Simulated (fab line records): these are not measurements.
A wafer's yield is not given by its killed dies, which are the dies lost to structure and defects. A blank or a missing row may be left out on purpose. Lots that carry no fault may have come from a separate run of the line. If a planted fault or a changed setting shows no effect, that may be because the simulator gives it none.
fab line records -- flow n5Finfet
[record] lots = 10, wafers = 28, lastDay = 19
route steps=1938 shown BEOL_M0_SAQP@672 BEOL_M4@1111 PASSIVATION@1936
lots untouched by any fault: they come from a run of this same line in which no faults occurred
startH: start of the lot's first displayed wafer, in hours after the record's first day -- waitH: hours since the lot's step before -- " repeats the value in the row above -- L1.1+2: a row that stands for several wafers -- - either no value or no given start -- * or withheld: withheld -- < > ~ a bound
route shown NAME@n: a module of which the file shows steps, and the number in the route of the first -- usual: the fault-free wafers' mean and standard deviation -- same: alike in all rows -- chamber/n: place in a boat -- sites: the reading at each site -- _std_site: the standard deviation of these -- _edge_site: mean of outer sites minus mean of inner sites -- radiusMm: for every site, how far away it sits from the centre of the wafer -- mask NAME#n: copy n -- behind: the tool/chamber that last shaped the wafer -- hold: reason for holding the lot/hours on hold/outcome of the hold -- device: transistor that didn't switch, given as n, p or np -- end of line: the route-end tests of the same wafers -- a step given without rows: its recipe and nothing more -- killed: dies that structure and defects cost at the first sort, which is not the same as the wafer's yield -- map: a wafer's dies, marking killed ones x, the rest . and places with no die _
set.NAME: setting as actually run; set.NAME@STEP: the setting as run at that earlier step -- model.NAME: the simulator's own value behind a step, which no gauge read
route steps across a sampled set of lots; one table per step, one row per wafer
services: from which hour (startH, from the record's first day; less than 0 if before it) a tool's chamber was out of use, for how many hours, and why
[[steps]]
[step N5_BEOL_M0_SAQP_ETCH_106]
[recipe] chemistry = N2/H2, target = SOC, targetDepthA = 1500, stopOn = SiNx, ionEnergyEv = 100, biasW = 61, pressureMtorr = 30, sourceW = 850, n2FlowSccm = 200, h2FlowSccm = 200
[usual] drypumpMotorCurrentA = 5.8/0.5, oesProductAu = 0.75/0.064, rfVppV = 240.8/1.3, showerheadPlenumPTorr = 2.56/0.077, throttleValvePct = 17.95/0.26
lot.wafer,tool,chamber,startH,waitH,drypumpMotorCurrentA,oesProductAu,rfHoursCounterH,rfVppV,showerheadPlenumPTorr,throttleValvePct
L744.1,rieDiel-03,1,121.64,-,6.1,0.74,178,242.1,2.64,17.96
L744.2,rieDiel-03,3,121.64,-,6.4,0.87,49,238.9,2.48,17.61
L744.6,rieDiel-03,0,121.64,-,5.0,0.74,-,240.2,2.57,18.21
L745.2,rieDiel-01,1,135.95,-,6.2,0.71,177,240.2,2.45,18.13
L745.6,rieDiel-01,0,135.95,-,6.1,0.67,-,239.5,2.51,17.71
L750.1,rieDiel-04,2,162.74,-,5.2,0.70,247,238.7,2.52,18.11
L750.2,rieDiel-04,1,162.74,-,6.2,0.78,114,239.0,2.47,18.35
L750.6,rieDiel-04,0,162.74,-,5.9,0.69,-,241.1,2.63,17.68
L751.1,rieDiel-01,2,165.79,-,5.7,0.76,159,240.9,2.64,17.97
L751.2,rieDiel-01,3,165.79,-,6.2,0.74,168,242.1,2.66,17.72
L751.3,rieDiel-01,1,165.79,-,6.3,0.71,185,238.7,2.44,18.14
L752.1,rieDiel-03,1,168.91,-,6.1,0.72,192,241.3,2.64,17.99
L752.5,rieDiel-03,1,168.91,-,6.1,0.71,-,243.1,2.64,17.97
L752.6,rieDiel-03,0,168.91,-,5.0,0.72,-,240.4,2.56,18.22
L753.1,rieDiel-04,3,175.99,-,6.0,0.73,167,242.0,2.54,18.02
L753.6,rieDiel-04,1,175.99,-,6.1,0.78,-,239.5,2.47,18.37
L760.2,rieDiel-01,1,216.70,-,6.2,0.70,199,238.6,2.44,18.15
L760.3,rieDiel-01,3,216.70,-,6.2,0.74,178,241.8,2.65,17.74
L760.6,rieDiel-01,0,216.70,-,6.2,0.91,-,239.9,2.51,17.32
L761.1,rieDiel-04,2,224.99,-,5.3,0.92,9,239.1,2.51,17.71
L761.3,rieDiel-04,3,224.99,-,6.0,0.72,182,241.4,2.54,18.04
L761.5,rieDiel-04,0,224.99,-,5.9,0.68,-,241.7,2.62,17.71
L762.1,rieDiel-03,2,228.95,-,4.7,0.74,161,241.1,2.64,18.14
L762.2,rieDiel-03,0,228.95,-,5.0,0.71,168,240.7,2.55,18.24
L762.5,rieDiel-03,0,228.95,-,5.0,0.72,-,241.1,2.55,18.27
L764.1,rieDiel-01,0,241.97,-,6.1,0.89,17,241.5,2.50,17.33
L764.3,rieDiel-01,2,241.97,-,5.7,0.75,183,241.6,2.63,17.98
L764.4,rieDiel-01,1,241.97,-,6.2,0.69,207,239.9,2.43,18.18
[step N5_BEOL_M0_SAQP_STRIP_108]
[recipe] chemistry = N2/H2, powerW = 500, tempC = 40, pressureMtorr = 50, rfFrequencyHz = 6e+07, overashFraction = 0.3, biasPowerW = 28, h2Frac = 0.5, n2FlowSccm = 300, h2FlowSccm = 300
[usual] biasPowerW = 28.01/0.089, chamberPressureMTorr = 50.00/0.043, drypumpMotorCurrentA = 5.8/0.5, oesProductAu = 0.76/0.065, rfVppV = 122.0/1.1, showerheadPlenumPTorr = 3.39/0.097, throttleValvePct = 19.0/0.41
lot.wafer,tool,chamber,startH,waitH,biasPowerW,chamberPressureMTorr,drypumpMotorCurrentA,oesProductAu,rfHoursCounterH,rfVppV,showerheadPlenumPTorr,throttleValvePct
L744.1,rieDiel-03,1,121.74,0.0,27.98,50.02,6.1,0.74,178,121.9,3.49,18.9
L744.2,rieDiel-03,3,121.74,0.0,27.94,50.03,6.4,0.88,49,120.7,3.27,18.5
L744.6,rieDiel-03,0,121.74,0.0,27.85,50.01,5.0,0.74,-,122.0,3.39,19.3
L745.2,rieDiel-01,1,136.05,0.0,27.91,49.98,6.3,0.72,177,122.7,3.24,19.2
L745.6,rieDiel-01,0,136.05,0.0,27.70,50.06,6.2,0.68,-,119.8,3.32,18.6
L750.1,rieDiel-04,2,162.84,0.0,-,-,-,-,-,-,-,-
L750.2,rieDiel-04,1,162.84,0.0,-,-,-,-,-,-,-,-
L750.6,rieDiel-04,0,162.84,0.0,-,-,-,-,-,-,-,-
L751.1,rieDiel-01,2,165.89,0.0,-,-,-,-,-,-,-,-
L751.2,rieDiel-01,3,165.89,0.0,-,-,-,-,-,-,-,-
L751.3,rieDiel-01,1,165.89,0.0,-,-,-,-,-,-,-,-
L752.1,rieDiel-03,1,169.01,0.0,-,-,-,-,-,-,-,-
L752.5,rieDiel-03,1,169.01,0.0,-,-,-,-,-,-,-,-
L752.6,rieDiel-03,0,169.01,0.0,-,-,-,-,-,-,-,-
L753.1,rieDiel-04,3,176.09,0.0,28.13,50.01,6.0,0.75,167,120.5,3.36,19.1
L753.6,rieDiel-04,1,176.09,0.0,28.05,49.97,6.1,0.80,-,119.8,3.26,20.0
L760.2,rieDiel-01,1,216.80,0.0,27.92,49.97,6.3,0.70,199,122.4,3.22,19.3
L760.3,rieDiel-01,3,216.80,0.0,28.05,50.00,6.2,0.74,178,122.9,3.50,18.9
L760.6,rieDiel-01,0,216.80,0.0,27.99,50.02,6.1,0.92,-,122.1,3.31,18.2
L761.1,rieDiel-04,2,225.09,0.0,28.06,50.02,5.3,0.93,9,121.2,3.32,18.8
L761.3,rieDiel-04,3,225.09,0.0,28.03,49.88,5.9,0.74,183,122.2,3.35,19.2
L761.5,rieDiel-04,0,225.09,0.0,27.92,49.97,5.9,0.70,-,122.2,3.46,18.7
L762.1,rieDiel-03,2,229.05,0.0,27.92,49.98,4.7,0.75,161,124.1,3.49,19.1
L762.2,rieDiel-03,0,229.05,0.0,28.00,50.00,5.0,0.72,169,121.1,3.37,19.3
L762.5,rieDiel-03,0,229.05,0.0,27.95,50.01,5.0,0.72,-,121.7,3.37,19.3
L764.1,rieDiel-01,0,242.07,0.0,28.01,49.98,6.1,0.92,17,121.2,3.31,18.2
L764.3,rieDiel-01,2,242.07,0.0,27.99,50.01,5.7,0.74,183,122.9,3.47,19.0
L764.4,rieDiel-01,1,242.07,0.0,27.85,50.04,6.3,0.70,207,120.3,3.22,19.3
[step N5_BEOL_M0_SAQP_SPACER2_ALD_26]
[recipe] material = SiO2, targetThkA = 150, tempC = 300, aldPrecursorFamily = BDEAS, aldCoReactant = O2-plasma, pulseTimeS = 1, purgeTimeS = 2, coReactantPurgeTimeS = 2, pressureTorr = 2
[usual] chamberPressureTorr = 1.999/0.0042, heaterPowerW = 484/42, precursorPulseHeightRel = 1.001/0.019
lot.wafer,tool,chamber,startH,waitH,chamberPressureTorr,heaterPowerW,precursorPulseHeightRel
L744.1,aldSin-02,3,122.17,0.3,1.998,523,1.005
L744.2,aldSin-02,2,122.17,0.3,1.998,527,0.994
L744.6,aldSin-02,0,122.17,0.3,2.004,435,0.982
L745.2,aldSin-02,0,136.47,0.3,2.005,429,1.006
L745.6,aldSin-02,3,136.47,0.3,1.995,532,0.998
L750.1,aldSin-03,2,163.05,0.1,1.997,441,1.013
L750.2,aldSin-03,3,163.05,0.1,1.995,496,1.035
L750.6,aldSin-03,3,163.05,0.1,2.003,497,0.974
L751.1,aldSin-02,2,166.10,0.1,1.996,541,0.983
L751.2,aldSin-02,0,166.10,0.1,1.997,421,1.018
L751.3,aldSin-02,3,166.10,0.1,1.997,524,1.021
L752.1,aldSin-03,1,169.21,0.1,2.002,478,1.008
L752.5,aldSin-03,0,169.21,0.1,2.001,450,0.984
L752.6,aldSin-03,3,169.21,0.1,2.002,499,1.006
L753.1,aldSin-02,0,176.29,0.1,2.006,436,0.987
L753.6,aldSin-02,0,176.29,0.1,1.992,432,1.012
L760.2,aldSin-02,2,217.10,0.1,2.002,506,0.999
L760.3,aldSin-02,0,217.10,0.1,1.998,434,1.004
L760.6,aldSin-02,1,217.10,0.1,2.003,533,1.014
L761.1,aldSin-02,1,225.30,0.1,1.993,536,0.963
L761.3,aldSin-02,0,225.30,0.1,1.993,430,0.984
L761.5,aldSin-02,3,225.30,0.1,2.004,560,1.015
L762.1,aldSin-02,1,229.27,0.1,2.005,533,0.968
L762.2,aldSin-02,0,229.27,0.1,1.996,427,1.021
L762.5,aldSin-02,2,229.27,0.1,2.007,499,1.006
L764.1,aldSin-02,0,242.28,0.1,2.003,423,0.993
L764.3,aldSin-02,2,242.28,0.1,1.998,504,1.027
L764.4,aldSin-02,1,242.28,0.1,2.004,528,1.035
[step N5_BEOL_M0_SAQP_CD_MEAS_29]
[recipe] targetCdNm = 14.4, landingEnergyEv = 1000, detector = seInlens
[usual] cdNm = 14.95/0.21
lot.wafer,tool,chamber,startH,waitH,cdNm
L744.1,cdSem-03,0,122.92,0.1,14.82
L744.2,cdSem-03,0,122.92,0.1,14.67
L744.6,cdSem-03,0,122.92,0.1,14.96
L745.2,cdSem-02,0,137.23,0.1,14.65
L745.6,cdSem-02,0,137.23,0.1,14.97
L750.1,cdSem-03,0,163.79,0.1,14.64
L750.2,cdSem-03,0,163.79,0.1,14.92
L750.6,cdSem-03,0,163.79,0.1,14.70
L751.1,cdSem-03,0,166.84,0.1,14.67
L751.2,cdSem-03,0,166.84,0.1,15.23
L751.3,cdSem-03,0,166.84,0.1,15.22
L752.1,cdSem-01,0,170.17,0.1,15.11
L752.5,cdSem-01,0,170.17,0.1,14.98
L752.6,cdSem-01,0,170.17,0.1,15.14
L753.1,cdSem-03,0,177.04,0.1,15.16
L753.6,cdSem-03,0,177.04,0.1,15.05
L760.2,cdSem-02,0,217.85,0.1,15.03
L760.3,cdSem-02,0,217.85,0.1,15.05
L760.6,cdSem-02,0,217.85,0.1,14.88
L761.1,cdSem-02,0,226.09,0.1,14.84
L761.3,cdSem-02,0,226.09,0.1,14.44
L761.5,cdSem-02,0,226.09,0.1,14.56
L762.1,cdSem-02,0,230.02,0.1,15.20
L762.2,cdSem-02,0,230.02,0.1,15.05
L762.5,cdSem-02,0,230.02,0.1,15.09
L764.1,cdSem-01,0,243.02,0.1,14.94
L764.3,cdSem-01,0,243.02,0.1,14.84
L764.4,cdSem-01,0,243.02,0.1,14.90
[step N5_BEOL_M4_RC_MEAS_101]
[usual] DIBL_N = 36.0/1.6, DIBL_P = 35.8/2, IOFF_N = 0.152/0.03, IOFF_P = 0.20/0.031, ION_N = 670/12, ION_P = 459/7.4, SS_N = 71.5/0.56, SS_P = 73.2/0.64, VT_N = 251/3.5, VT_P = -252/3.3
lot.wafer,tool,chamber,startH,waitH,DIBL_N[mV/V],DIBL_P[mV/V],IOFF_N[nA/um],IOFF_P[nA/um],ION_N[uA/um],ION_P[uA/um],SS_N[mV/dec],SS_P[mV/dec],VT_N[mV],VT_P[mV]
L744.1,prober-02,0,205.93,0.0,37.0,37.4,0.162,0.21,683,468,70.9,74.1,248,-250
L744.2,prober-02,0,205.93,0.0,35.3,34.5,0.136,0.17,675,464,71.0,72.6,249,-253
L744.6,prober-02,0,205.93,0.0,35.9,34.9,0.135,0.18,659,451,70.8,73.1,252,-255
L745.2,prober-01,0,214.81,0.2,36.7,37.3,0.176,0.21,670,452,71.8,73.2,251,-251
L745.6,prober-01,0,214.81,0.2,35.8,35.5,0.165,0.19,667,456,71.8,73.5,247,-254
L753.1,prober-01,0,275.60,0.0,36.2,35.1,0.121,0.17,644,446,71.9,72.7,260,-257
L753.6,prober-01,0,275.60,0.0,37.3,37.2,0.154,0.21,669,456,72.3,73.1,253,-252
L760.2,prober-02,0,294.19,0.2,35.6,35.8,0.151,0.20,687,469,71.3,73.7,250,-250
L760.3,prober-02,0,294.19,0.2,35.3,35.7,0.146,0.20,674,461,70.9,73.4,248,-251
L760.6,prober-02,0,294.19,0.2,36.1,35.7,0.150,0.20,673,459,71.2,72.6,249,-249
L761.1,prober-02,0,317.40,0.0,35.8,34.9,0.155,0.19,680,462,71.8,72.8,249,-252
L761.3,prober-02,0,317.40,0.0,33.6,31.3,0.109,0.14,653,449,71.5,73.0,257,-256
L761.5,prober-02,0,317.40,0.0,34.9,33.4,0.135,0.17,674,463,71.9,72.8,250,-253
L762.1,prober-02,0,328.96,0.0,35.5,33.7,0.136,0.21,674,473,70.9,72.8,254,-250
L762.2,prober-02,0,328.96,0.0,36.1,34.1,0.144,0.21,661,459,71.4,73.5,251,-246
L762.5,prober-02,0,328.96,0.0,35.4,33.8,0.135,0.20,664,459,71.3,73.4,251,-247
L764.1,prober-01,0,342.77,0.0,35.3,36.1,0.156,0.23,681,467,71.0,73.7,248,-249
L764.3,prober-01,0,342.77,0.0,35.7,36.1,0.171,0.22,677,468,71.2,74.0,249,-250
L764.4,prober-01,0,342.77,0.0,37.0,37.1,0.177,0.23,676,465,71.9,74.4,251,-250
[step N5_PASSIVATION_PROBE_49]
[usual] defectLimitedYield = 91.6/1.4, killed_at_M0_to_M3 = 33/10, killed_at_M4_up = 13/5.3, killedAtContacts = 13/5.9, killedAtFrontEnd = 36/12, killedAtOther = 4/3.1, killedDies = 99/16, killedOnRim = 13/4.2, killedOpen = 65/13, killedShort = 32/7.3, sort_bin_5_function = 4.9/0.9, sort_bin_6_memory = 3.1/0.66, sort_bin_8_speed = 0.0/0.42, sortNPass = 1081/17, sortYieldPct = 91.6/1.4
[same] grossDies = 1180, killedAtBackSide = 0, sort_bin_4_leakage[%] = 0
lot.wafer,tool,chamber,startH,waitH,defectLimitedYield[%],killed_at_M0_to_M3,killed_at_M4_up,killedAtContacts,killedAtFrontEnd,killedAtOther,killedDies,killedOnRim,killedOpen,killedShort,sort_bin_5_function[%],sort_bin_6_memory[%],sort_bin_8_speed[%],sortNPass,sortYieldPct[%]
L750.1,prober-01,-,349.35,0.0,0,1115,16,14,30,5,1180,152,74,43,95.8,3.6,0,0,0
L750.2,prober-01,-,349.40,0.1,0,1121,14,11,28,6,1180,152,55,26,96.4,3.1,0,0,0
L750.6,prober-01,-,349.60,0.3,0,1107,10,11,42,10,1180,152,75,31,95.9,3.8,0,0,0
L751.1,prober-01,-,350.02,0.0,0,1121,11,9,38,1,1180,152,49,32,97.0,2.7,0,0,0
L751.2,prober-01,-,350.07,0.1,0,1119,14,9,36,2,1180,152,49,27,97.8,2.0,0,0,0
L751.3,prober-01,-,350.12,0.1,0,1121,6,11,41,1,1180,152,49,34,97.7,2.1,0,0,0
L752.1,prober-02,-,353.36,0.0,0,1113,20,5,36,6,1180,152,58,27,97.3,2.7,0,0,0
L752.5,prober-02,-,353.56,0.2,0,1116,27,3,28,6,1180,152,62,33,96.4,3.3,0,0,0
L752.6,prober-02,-,353.61,0.3,0,1113,8,12,38,9,1180,152,80,37,95.9,3.6,0,0,0
// killed by level:class
L750.1 BEOL_M0_SAQP:areaRemove=996 BEOL_M0_SAQP:areaAld=66 BEOL_M0_SAQP:geometricParticle:open=15 BEOL_M0_SAQP:geometricParticle:short=15 BEOL_M1:geometricParticle:open=14 MOL_CONTACT_COAG:geometricParticle:open=12 FIN_SAQP:geometricParticle:open=6 BEOL_M1:geometricParticle:short=6
L750.2 BEOL_M0_SAQP:areaRemove=1019 BEOL_M0_SAQP:areaAld=75 BEOL_M0_SAQP:geometricParticle:open=7 MOL_CONTACT_COAG:geometricParticle:open=7 BEOL_M0_SAQP:geometricParticle:short=6 BEOL_M2:geometricParticle:open=6 BEOL_M4:geometricParticle:open=6 HKMG_FIN:areaEtch=5
L750.6 BEOL_M0_SAQP:areaRemove=999 BEOL_M0_SAQP:areaAld=70 STI_FIN_REVEAL:geometricParticle:open=10 BEOL_M0_SAQP:geometricParticle:open=10 MOL_CONTACT_COAG:geometricParticle:open=9 BEOL_M0_SAQP:geometricParticle:short=8 BEOL_M2:geometricParticle:open=6 BEOL_M3:geometricParticle:open=6
L751.1 BEOL_M0_SAQP:areaRemove=991 BEOL_M0_SAQP:areaAld=107 FIN_SAQP:geometricParticle:short=11 MOL_CONTACT_COAG:geometricParticle:open=8 STI_FIN_REVEAL:geometricParticle:open=7 BEOL_M0_SAQP:geometricParticle:open=7 BEOL_M0_SAQP:geometricParticle:short=7 BEOL_M2:geometricParticle:open=4
L751.2 BEOL_M0_SAQP:areaRemove=1062 BEOL_M0_SAQP:areaAld=41 FIN_SAQP:geometricParticle:short=10 MOL_CONTACT_COAG:geometricParticle:open=9 FIN_SAQP:geometricParticle:open=6 GATE_CUT:geometricParticle:short=5 BEOL_M0_SAQP:geometricParticle:open=5 BEOL_M2:geometricParticle:open=5
L751.3 BEOL_M0_SAQP:areaRemove=1025 BEOL_M0_SAQP:areaAld=71 FIN_SAQP:geometricParticle:short=13 MOL_CONTACT_COAG:geometricParticle:open=10 FIN_SAQP:geometricParticle:open=6 DUMMY_GATE:geometricParticle:open=6 BEOL_M0_SAQP:geometricParticle:open=4 BEOL_M1:geometricParticle:open=4
L752.1 BEOL_M0_SAQP:areaRemove=960 BEOL_M0_SAQP:areaAld=134 DUMMY_GATE:geometricParticle:open=7 FIN_SAQP:geometricParticle:open=5 STI_FIN_REVEAL:geometricParticle:open=5 BEOL_M4:geometricParticle:open=5 MOL_CONTACT_COAG:geometricParticle:open=4 BEOL_M1:geometricParticle:open=4
L752.5 BEOL_M0_SAQP:areaRemove=953 BEOL_M0_SAQP:areaAld=132 BEOL_M4:geometricParticle:open=14 BEOL_M0_SAQP:geometricParticle:open=8 STI_FIN_REVEAL:geometricParticle:open=6 BEOL_M0_SAQP:geometricParticle:short=6 BEOL_M4:geometricParticle:short=5 BEOL_M1:geometricParticle:open=5
L752.6 BEOL_M0_SAQP:areaRemove=998 BEOL_M0_SAQP:areaAld=65 BEOL_M0_SAQP:geometricParticle:short=12 STI_FIN_REVEAL:geometricParticle:open=11 MOL_CONTACT_COAG:geometricParticle:open=10 BEOL_M2:geometricParticle:open=9 BEOL_M3:geometricParticle:open=8 BEOL_M0_SAQP:geometricParticle:open=7
[[services]]
tool,chamber,startH,hours,kind
aldSin-02,-,106.72,1.6,repair
rieDiel-04,2,115.56,19.2,repair
rieDiel-01,3,139.01,5.3,repair
rieDiel-04,2,153.49,7.9,repair
rieDiel-03,2,154.27,4.0,repair
rieDiel-01,0,162.16,-,clean
rieDiel-01,0,162.16,-,consumableReplace:focusRing
rieDiel-01,0,162.16,22.8,scheduledDown
rieDiel-01,0,162.16,22.8,ventCycle
aldSin-03,0,163.40,1.3,repair
rieDiel-01,3,175.59,15.8,repair
aldSin-02,-,176.82,14.0,pm
aldSin-02,0,176.82,14.0,ventCycle
aldSin-02,1,176.82,14.0,ventCycle
aldSin-02,2,176.82,14.0,ventCycle
aldSin-02,3,176.82,14.0,ventCycle
rieDiel-03,-,179.33,2.8,pm
aldSin-02,0,190.82,-,clean
aldSin-02,1,190.82,-,clean
aldSin-02,2,190.82,-,clean
aldSin-02,3,191.22,1.4,repair
aldSin-03,1,199.95,19.4,repair
rieDiel-04,2,200.78,4.9,repair
rieDiel-04,0,210.17,13.3,repair
[[key]]
[firstSign] step = N5_BEOL_M0_SAQP_STRIP_108, reading = toolRecord, direction = missing
[effect] step = N5_PASSIVATION_PROBE_49, reading = killed_at_M0_to_M3, direction = up, sigmas = 99+, usual = 33, struck = 1116
[moreKillsBornAt] N5_BEOL_M0_SAQP_MANDREL2_REMOVE_110@rieSi-03 = 6092, N5_BEOL_M0_SAQP_MANDREL2_REMOVE_110@rieSi-05 = 2911
metAt N5_BEOL_M0_SAQP_STRIP_108
struckLots L750,L751,L752
laterRowsLeftOut L750.1,L750.2,L750.6,L751.1,L751.2,L751.3,L752.1,L752.5,L752.6
notActingAt N5_BEOL_M0_SAQP_ETCH_106,N5_BEOL_M0_SAQP_SPACER2_ALD_26,N5_BEOL_M0_SAQP_CD_MEAS_29
onsetBetween 136.05 162.84
[fault] kind = skippedStepWhole, tool = rieDiel-01,rieDiel-03,rieDiel-04, chamber = -, onsetH = 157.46, steps = N5_BEOL_M0_SAQP_STRIP_108, scope = struckLotsOnly
// laterRowsLeftOut: the simulator's readings of these wafers behind a module that went badly wrong aren't trusted and aren't shown, but for the sort
